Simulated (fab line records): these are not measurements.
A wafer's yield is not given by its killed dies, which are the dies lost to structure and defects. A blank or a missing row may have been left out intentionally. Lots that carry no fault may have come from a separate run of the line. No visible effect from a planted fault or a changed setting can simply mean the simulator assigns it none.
Chamber matching ; flow nand-harc ; NHARC_A_STAIRCASE_ETCH_253 on rie-diel-05 has 4 sister chambers
The step etches the open film in C4F8/O2, target depth 50 nm, time 20.2 s. 16 wafers are shown with their chamber, then 8 later ones without.

## EACH WAFER AND ITS CHAMBER
wafer;chamber;rf-vpp-V (V);oes-product-au (a.u.)
L074.4;0;899;0.973
L074.5;3;892;0.943
L074.6;2;895;0.952
L075.3;3;890;0.962
L075.5;0;897;0.943
L075.6;1;903;0.952
L076.1;2;895;0.966
L076.4;3;890;0.954
L076.6;3;892;0.954
L076.2;1;901;0.956
L076.3;0;897;0.956
L076.5;2;894;0.960
L077.1;3;889;0.971
L077.3;0;896;0.975
L077.5;2;895;0.977
L092.2;3;889;0.927

SIGNATURES (averages over the wafers above)
reading;chamber 0;chamber 1;chamber 2;chamber 3;scatter within a chamber
rf-vpp-V;897.25;902.00;894.75;890.33;1.18
oes-product-au;0.96175;0.95400;0.96375;0.95183;0.0135
Rule: for each reading, subtract the chamber's mean from the wafer's reading, divide by that reading's scatter and square the result; add these up over the readings and take the root, which gives the wafer's distance from the chamber. If the next closest chamber is less than 2 further off than the closest, the wafer can't be placed; otherwise it belongs to the closest. The scatter is the square root of a quotient: the sum, over the shown wafers, of each reading's squared deviation from its chamber's mean, divided by wafers minus chambers.

## WAFERS WHOSE CHAMBER IS MISSING
wafer;rf-vpp-V (V);oes-product-au (a.u.)
L092.3;894;0.938
L092.6;893;0.938
L093.1;888;0.932
L093.2;893;0.934
L093.3;888;0.938
L095.2;889;0.944
L095.4;894;0.944
L095.6;896;0.956

## THE CHAMBER EACH PASSED THROUGH
wafer;from the rows above;in truth
L092.3;can't be placed: 2 or 0 or 3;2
L092.6;can't be placed: 2 or 3 or 0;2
L093.1;3;3
L093.2;can't be placed: 3 or 2 or 0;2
L093.3;3;3
L095.2;3;3
L095.4;can't be placed: 2 or 0 or 3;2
L095.6;can't be placed: 0 or 2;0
Correctly placed: 3 of 8. These rows do not allow placing 5 (true chamber among the candidates in 5). Number placed wrongly: 0.
